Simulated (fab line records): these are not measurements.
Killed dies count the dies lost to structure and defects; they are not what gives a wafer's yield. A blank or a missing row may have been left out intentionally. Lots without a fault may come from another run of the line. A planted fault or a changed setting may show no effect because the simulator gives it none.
Which tool is to blame? -- flow nand-harc -- 12 lots, 36 wafers sampled, at 6 steps of a route of 1302

## WHAT THE GAUGES SHOWED, per wafer
NHARC_A_M1_INSPECT_27. Usual: raw-defect-count 523, standard deviation 110.
lot,measured,on,raw-defect-count,flag
L534,day 23 07:12,defect-inspect-02,571 426 378,
L535,day 24 03:50,defect-inspect-02,418 736 487,
L536,day 24 08:20,defect-inspect-02,447 435 486,
L538,day 25 20:01,defect-inspect-02,929 490 591,
L542,day 26 18:31,defect-inspect-02,1164 489 477,
L545,day 27 20:52,defect-inspect-02,437 1083 1010,
L549,day 29 02:25,defect-inspect-02,620 537 529,
L551,day 30 06:16,defect-inspect-01,585 665 599,
L550,day 30 16:20,defect-inspect-01,404 408 375,
L553,day 31 05:59,defect-inspect-01,572 495 359,
L552,day 31 08:38,defect-inspect-01,533 394 456,
L554,day 32 01:32,defect-inspect-01,548 486 583,

NHARC_END_SORT_01. Usual: value, then standard deviation, for each; defect-limited-yield 90.6 % / 2.9; killed-at-array 59 / 20; killed-at-other 0.8 / 1.2; killed-at-periphery 3.5 / 2.2; killed-dies 63 / 20; killed-open 3.3 / 1.8; killed-short 2.6 / 1.7.
lot,measured,on,defect-limited-yield (%),killed-at-array,killed-at-other,killed-at-periphery,killed-dies,killed-open,killed-short,flag
L542,day 28 03:18,prober-02,37.2 87.1 84.5,424 81 99,1 3 3,0 3 3,425 87 105,2 3 2,0 2 3,OFF
L545,day 29 07:23,prober-01,84.9 37.1 40.2,100 425 404,1 0 0,1 1 1,102 426 405,1 4 4,5 2 1,OFF
L551,day 31 16:10,prober-01,85.7 87.1 86.0,91 82 87,0 0 0,6 5 8,97 87 95,4 2 5,5 3 3,

## TOOL THAT RAN EACH LOT (tool first, then ch and the chambers of the sampled wafers, then the start)
lot,NHARC_A_M1_ETCH_35,NHARC_A_M1_DEGAS_29,NHARC_A_M1_CMP_23,NHARC_A_M1_PRE_CLEAN_32
L534,"rie-diel-07 ch 2,3, day 23 04:43","pvd-sputter-02, day 23 05:40","cmp-03 ch 0,1,3, day 23 06:47","pecvd-03 ch 0,1, day 23 07:16"
L535,"rie-diel-13 ch 0,3, day 24 01:20","pvd-sputter-01, day 24 02:16","cmp-01 ch 1,2,3, day 24 03:26","pecvd-02 ch 0,2, day 24 03:55"
L536,"rie-diel-13 ch 0,1,3, day 24 05:44","pvd-sputter-02, day 24 06:44","cmp-03 ch 1,3, day 24 07:52","pecvd-01 ch 1,2, day 24 08:24"
L538,"rie-diel-04 ch 0,1,2, day 25 17:29","pvd-sputter-03, day 25 18:26","cmp-02 ch 0,1,2, day 25 19:31","pecvd-01 ch 0,1,2, day 25 20:05"
L542,"rie-diel-07 ch 1,3, day 26 16:02","pvd-sputter-03, day 26 16:58","cmp-03 ch 0,2, day 26 18:04","pecvd-01 ch 0,2, day 26 18:35"
L545,"rie-diel-04 ch 1,2,3, day 27 18:19","pvd-sputter-03, day 27 19:18","cmp-03 ch 0,2, day 27 20:23","pecvd-01 ch 0,1, day 27 20:56"
L549,"rie-diel-13 ch 0,2,3, day 28 23:50","pvd-sputter-02, day 29 00:50","cmp-01 ch 0,1,3, day 29 01:58","pecvd-02 ch 0,1,2, day 29 02:29"
L551,"rie-diel-04 ch 0,1,2, day 30 03:43","pvd-sputter-03, day 30 04:42","cmp-02 ch 0,1,3, day 30 05:48","pecvd-01 ch 0,1, day 30 06:21"
L550,"rie-diel-13 ch 1,2, day 30 13:50","pvd-sputter-01, day 30 14:46","cmp-01 ch 0,1,2, day 30 15:56","pecvd-02 ch 0,1,2, day 30 16:25"
L553,"rie-diel-13 ch 1,3, day 31 03:25","pvd-sputter-02, day 31 04:26","cmp-03 ch 0,3, day 31 05:31","pecvd-01 ch 0,2, day 31 06:03"
L552,"rie-diel-07 ch 0,1, day 31 06:09","pvd-sputter-01, day 31 07:05","cmp-02 ch 2,3, day 31 08:12","pecvd-01 ch 0,1,2, day 31 08:46"
L554,"rie-diel-13 ch 0,1,3, day 31 23:03","pvd-sputter-01, day 31 23:59","cmp-03 ch 0,1, day 32 01:05","pecvd-02 ch 0,1, day 32 01:36"
- NHARC_A_M1_ETCH_35: etches the open film in N2/H2, target depth 40 nm, overetch 12 nm, time 43.94 s.
- NHARC_A_M1_DEGAS_29: time 60 s.
- NHARC_A_M1_CMP_23: polishes, t overpolish 20 s, target thk 154.34 nm.
- NHARC_A_M1_PRE_CLEAN_32: time 12 s.

## AS READ BY THE TOOLS THEMSELVES (means over the sampled wafers that have a number; for cases with no such wafer, the mark the record gives instead)
NHARC_A_M1_ETCH_35. Usual: bias-w 150.0 W, standard deviation 0.51; drypump-motor-current-A 5.6 A, standard deviation 0.43; oes-product-au 0.997 a.u., standard deviation 0.012; rf-vpp-V 431.1 V, standard deviation 2.5; showerhead-plenum-p-Torr 2.06 Torr, standard deviation 0.084; throttle-valve-pct 14.171 %, standard deviation 0.0094.
lot,tool,bias-w (W),drypump-motor-current-A (A),oes-product-au (a.u.),rf-vpp-V (V),showerhead-plenum-p-Torr (Torr),throttle-valve-pct (%),flag
L534,rie-diel-07,150.1,5.4,1.005,431.3,2.08,14.173,
L535,rie-diel-13,150.4,5.9,0.987,430.9,2.05,14.170,
L536,rie-diel-13,150.2,5.7,0.992,430.0,2.00,14.168,
L538,rie-diel-04,150.0,5.5,0.992,431.1,2.05,14.179,
L542,rie-diel-07,150.0,5.5,1.004,434.3,2.16,14.165,
L545,rie-diel-04,150.1,5.4,1.002,432.6,2.11,14.164,
L549,rie-diel-13,150.2,6.0,0.989,431.5,2.08,14.169,
L551,rie-diel-04,149.9,5.5,0.997,431.0,2.05,14.174,
L550,rie-diel-13,150.2,5.7,1.000,430.0,2.01,14.178,
L553,rie-diel-13,150.1,5.6,1.005,428.3,1.98,14.163,
L552,rie-diel-07,150.0,5.0,0.999,430.8,2.10,14.161,
L554,rie-diel-13,150.6,5.7,1.001,429.2,2.00,14.167,

NHARC_A_M1_DEGAS_29. Usual: heater-power-w 341 W, standard deviation 34.
lot,tool,heater-power-w (W),flag
L534,pvd-sputter-02,335,
L535,pvd-sputter-01,344,
L536,pvd-sputter-02,344,
L538,pvd-sputter-03,359,
L542,pvd-sputter-03,356,
L545,pvd-sputter-03,349,
L549,pvd-sputter-02,356,
L551,pvd-sputter-03,356,
L550,pvd-sputter-01,324,
L553,pvd-sputter-02,366,
L552,pvd-sputter-01,293,
L554,pvd-sputter-01,319,

NHARC_A_M1_CMP_23. Usual: motor-current-A 12.1 A, standard deviation 1.4; slurry-flow-ml-min 149.9, standard deviation 0.44; time-to-endpoint-s 29 s, standard deviation 3.2.
lot,tool,motor-current-A (A),slurry-flow-ml-min,time-to-endpoint-s (s),flag
L534,cmp-03,12.2,150.1,23,
L535,cmp-01,11.5,150.3,33,
L536,cmp-03,11.0,149.8,26,
L538,cmp-02,11.9,149.8,25,
L542,cmp-03,13.6,149.7,27,
L545,cmp-03,13.0,149.3,28,
L549,cmp-01,12.1,150.0,31,
L551,cmp-02,11.9,149.8,31,
L550,cmp-01,12.4,150.5,31,
L553,cmp-03,12.8,149.8,27,
L552,cmp-02,12.0,150.4,30,
L554,cmp-03,14.0,149.8,28,

NHARC_A_M1_PRE_CLEAN_32. Usual: heater-power-w 643 W, standard deviation 55.
lot,tool,heater-power-w (W),flag
L534,pecvd-03,605,
L535,pecvd-02,659,
L536,pecvd-01,613,
L538,pecvd-01,659,
L542,pecvd-01,631,
L545,pecvd-01,680,
L549,pecvd-02,639,
L551,pecvd-01,568,
L550,pecvd-02,645,
L553,pecvd-01,659,
L552,pecvd-01,665,
L554,pecvd-02,642,

## THE ANSWER, worked out from the rows above alone
Rule: a lot counts as off when the mean over its wafers that have a number is more than 3 standard deviations away from the usual mean. A lot without any number at a reading at which 4 lots or more have one is off too. Where the step has rows for the other lots, those lots are counted as sound. After the gauges, taken in route order, come the tools' own readings; for these a lot's mean is taken, as printed above. At the first step where some lot is off, the reading lying furthest off is the one used; lots without a number count as furthest.
Off, at NHARC_END_SORT_01 on defect-limited-yield: L542, L545. Neither off nor sound, because the step has no rows for them: L534, L535, L536, L538, L549, L550, L553, L552, L554.
If a tool, at a process step before that reading, ran all the lots that are off and no sound lot after the first of them, it fits. The gauges at NHARC_END_SORT_01 are tried like those tools. One fits: NHARC_A_M1_CMP_23 on cmp-03. It ran no sound lot before its first lot that is off in this sample, so the start can't be narrowed down.

## WHAT THE SIMULATOR PUT IN
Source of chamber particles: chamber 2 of cmp-03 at NHARC_A_M1_CMP_23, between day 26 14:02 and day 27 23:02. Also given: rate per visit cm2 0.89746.
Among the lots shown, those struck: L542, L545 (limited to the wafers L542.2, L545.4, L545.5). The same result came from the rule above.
